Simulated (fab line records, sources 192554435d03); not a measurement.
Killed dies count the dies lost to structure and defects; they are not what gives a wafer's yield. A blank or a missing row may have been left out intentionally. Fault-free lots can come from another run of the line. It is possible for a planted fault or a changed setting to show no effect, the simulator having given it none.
Lot-split experiment || flow n5 finfet || 7 lots, 21 wafers read, on a route of 1938 steps

## THE SPLIT ITSELF
At N5_HKMG_FIN_ETCH_86 (etches SOC in N2/H2, stops on TiN, target depth 393.2 nm), the setting target depth a was moved away from the recipe's 3932 angstrom on 6 of the 21 wafers read, by -12.1% to +4.5%. This setting was run at the recipe's value on the other wafers.

The reading comes from the split's own step.

## THE READING
SOC_of_HKMG_FIN_COAT_85.thk nm (the simulator's own value, which no gauge read), in nm, at N5_HKMG_FIN_ETCH_86 (etches SOC in N2/H2, stops on TiN, target depth 393.2 nm). The file does not state a usual value for it. The 15 wafers here that ran the recipe average 17.5 nm, standard deviation 2 nm.

{"wafer": "L075.3", "tool, chamber at the split": "rie diel-04, 0", "target depth a as run, angstrom": 3456, "against the recipe": "-12.1%", "SOC_of_HKMG_FIN_COAT_85.thk nm, nm": 48.8, "against lot-mates on the recipe": "+29.6"}
{"wafer": "L075.5", "tool, chamber at the split": "rie diel-04, 2", "target depth a as run, angstrom": 3932, "against the recipe": "recipe", "SOC_of_HKMG_FIN_COAT_85.thk nm, nm": 19.2, "against lot-mates on the recipe": "-"}
{"wafer": "L075.6", "tool, chamber at the split": "rie diel-04, 3", "target depth a as run, angstrom": 3456, "against the recipe": "-12.1%", "SOC_of_HKMG_FIN_COAT_85.thk nm, nm": 50, "against lot-mates on the recipe": "+30.8"}
{"wafer": "L085.1", "tool, chamber at the split": "rie diel-01, 0", "target depth a as run, angstrom": 3932, "against the recipe": "recipe", "SOC_of_HKMG_FIN_COAT_85.thk nm, nm": 16.2, "against lot-mates on the recipe": "-"}
{"wafer": "L085.5", "tool, chamber at the split": "rie diel-01, 1", "target depth a as run, angstrom": 4108, "against the recipe": "+4.5%", "SOC_of_HKMG_FIN_COAT_85.thk nm, nm": 8.4, "against lot-mates on the recipe": -7.8}
{"wafer": "L085.6", "tool, chamber at the split": "rie diel-01, 2", "target depth a as run, angstrom": 4108, "against the recipe": "+4.5%", "SOC_of_HKMG_FIN_COAT_85.thk nm, nm": 9.2, "against lot-mates on the recipe": -7.0}
{"wafer": "L088.2", "tool, chamber at the split": "rie diel-05, 1", "target depth a as run, angstrom": 3932, "against the recipe": "recipe", "SOC_of_HKMG_FIN_COAT_85.thk nm, nm": 15.2, "against lot-mates on the recipe": "-"}
{"wafer": "L088.4", "tool, chamber at the split": "rie diel-05, 3", "target depth a as run, angstrom": 3932, "against the recipe": "recipe", "SOC_of_HKMG_FIN_COAT_85.thk nm, nm": 20.4, "against lot-mates on the recipe": "-"}
{"wafer": "L088.6", "tool, chamber at the split": "rie diel-05, 1", "target depth a as run, angstrom": 3632, "against the recipe": "-7.6%", "SOC_of_HKMG_FIN_COAT_85.thk nm, nm": 36.8, "against lot-mates on the recipe": "+19.0"}
{"wafer": "L089.1", "tool, chamber at the split": "rie diel-04, 1", "target depth a as run, angstrom": 3932, "against the recipe": "recipe", "SOC_of_HKMG_FIN_COAT_85.thk nm, nm": 16.8, "against lot-mates on the recipe": "-"}
{"wafer": "L089.6", "tool, chamber at the split": "rie diel-04, 1", "target depth a as run, angstrom": 3932, "against the recipe": "recipe", "SOC_of_HKMG_FIN_COAT_85.thk nm, nm": 16.8, "against lot-mates on the recipe": "-"}
{"wafer": "L089.4", "tool, chamber at the split": "rie diel-04, 0", "target depth a as run, angstrom": 3932, "against the recipe": "recipe", "SOC_of_HKMG_FIN_COAT_85.thk nm, nm": 15.4, "against lot-mates on the recipe": "-"}
{"wafer": "L093.1", "tool, chamber at the split": "rie diel-04, 2", "target depth a as run, angstrom": 3932, "against the recipe": "recipe", "SOC_of_HKMG_FIN_COAT_85.thk nm, nm": 20.4, "against lot-mates on the recipe": "-"}
{"wafer": "L093.3", "tool, chamber at the split": "rie diel-04, 0", "target depth a as run, angstrom": 3932, "against the recipe": "recipe", "SOC_of_HKMG_FIN_COAT_85.thk nm, nm": 15.8, "against lot-mates on the recipe": "-"}
{"wafer": "L093.6", "tool, chamber at the split": "rie diel-04, 0", "target depth a as run, angstrom": 3932, "against the recipe": "recipe", "SOC_of_HKMG_FIN_COAT_85.thk nm, nm": 15.8, "against lot-mates on the recipe": "-"}
{"wafer": "L095.2", "tool, chamber at the split": "rie diel-05, 1", "target depth a as run, angstrom": 3932, "against the recipe": "recipe", "SOC_of_HKMG_FIN_COAT_85.thk nm, nm": 15.8, "against lot-mates on the recipe": "-"}
{"wafer": "L095.5", "tool, chamber at the split": "rie diel-05, 1", "target depth a as run, angstrom": 3932, "against the recipe": "recipe", "SOC_of_HKMG_FIN_COAT_85.thk nm, nm": 15.8, "against lot-mates on the recipe": "-"}
{"wafer": "L095.6", "tool, chamber at the split": "rie diel-05, 0", "target depth a as run, angstrom": 3932, "against the recipe": "recipe", "SOC_of_HKMG_FIN_COAT_85.thk nm, nm": 19.6, "against lot-mates on the recipe": "-"}
{"wafer": "L096.2", "tool, chamber at the split": "rie diel-05, 0", "target depth a as run, angstrom": 3932, "against the recipe": "recipe", "SOC_of_HKMG_FIN_COAT_85.thk nm, nm": 19.6, "against lot-mates on the recipe": "-"}
{"wafer": "L096.3", "tool, chamber at the split": "rie diel-05, 2", "target depth a as run, angstrom": 3932, "against the recipe": "recipe", "SOC_of_HKMG_FIN_COAT_85.thk nm, nm": 20.4, "against lot-mates on the recipe": "-"}
{"wafer": "L096.6", "tool, chamber at the split": "rie diel-05, 1", "target depth a as run, angstrom": 3804, "against the recipe": "-3.3%", "SOC_of_HKMG_FIN_COAT_85.thk nm, nm": 25, "against lot-mates on the recipe": "+5.0"}

THE FIT
A straight line over all 21 wafers: SOC_of_HKMG_FIN_COAT_85.thk nm changes by -2.52 nm for each +1% of target depth a; r = -0.98; the points scatter about the line by 2 nm.
The same after taking each lot's own level away (the mean of its wafers on the recipe; 21 wafers): -2.36 nm for each +1%; r = -0.98; scatter 1.9 nm.
According to that fit, moving target depth a by its largest amount changes the reading by 29 nm.
The span of the lots' own levels, 16.20 to 20.00 nm, comes to 1.9 times the standard deviation stated above.
So the lot-to-lot level changes the slope little: the two slopes agree.
Check: +28.6 nm against its lot-mates is what the line predicts for one of the wafers moved furthest among these (-12.1%) when that wafer is left out of the fit. Against them it came out at +29.6 nm.

## ADDITIONAL SPLITS CARRIED BY THESE WAFERS
These wafers also went through other splits before the reading. Each is held against what the fit with the lots' levels taken away leaves over:
{"other split on the same wafers": "N5_SD_EPI_N_COAT_32 spin rpm", "wafers away from the commonest value": 7, "r with SOC_of_HKMG_FIN_COAT_85.thk nm (lot level and that fit taken away)": -0.09}
{"other split on the same wafers": "N5_SD_EPI_P_EPI_21 temp c", "wafers away from the commonest value": 4, "r with SOC_of_HKMG_FIN_COAT_85.thk nm (lot level and that fit taken away)": -0.23}
{"other split on the same wafers": "N5_SDB_ETCH_25 time s", "wafers away from the commonest value": 3, "r with SOC_of_HKMG_FIN_COAT_85.thk nm (lot level and that fit taken away)": -0.16}
{"other split on the same wafers": "N5_SDB_CUT_ETCH_26 bias w", "wafers away from the commonest value": "as run: not given for these wafers", "r with SOC_of_HKMG_FIN_COAT_85.thk nm (lot level and that fit taken away)": "-"}

## FILE'S OWN FIT
SOC_of_HKMG_FIN_COAT_85.thk nm changes by -2.38 nm for each +1% of target depth a, r = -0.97.
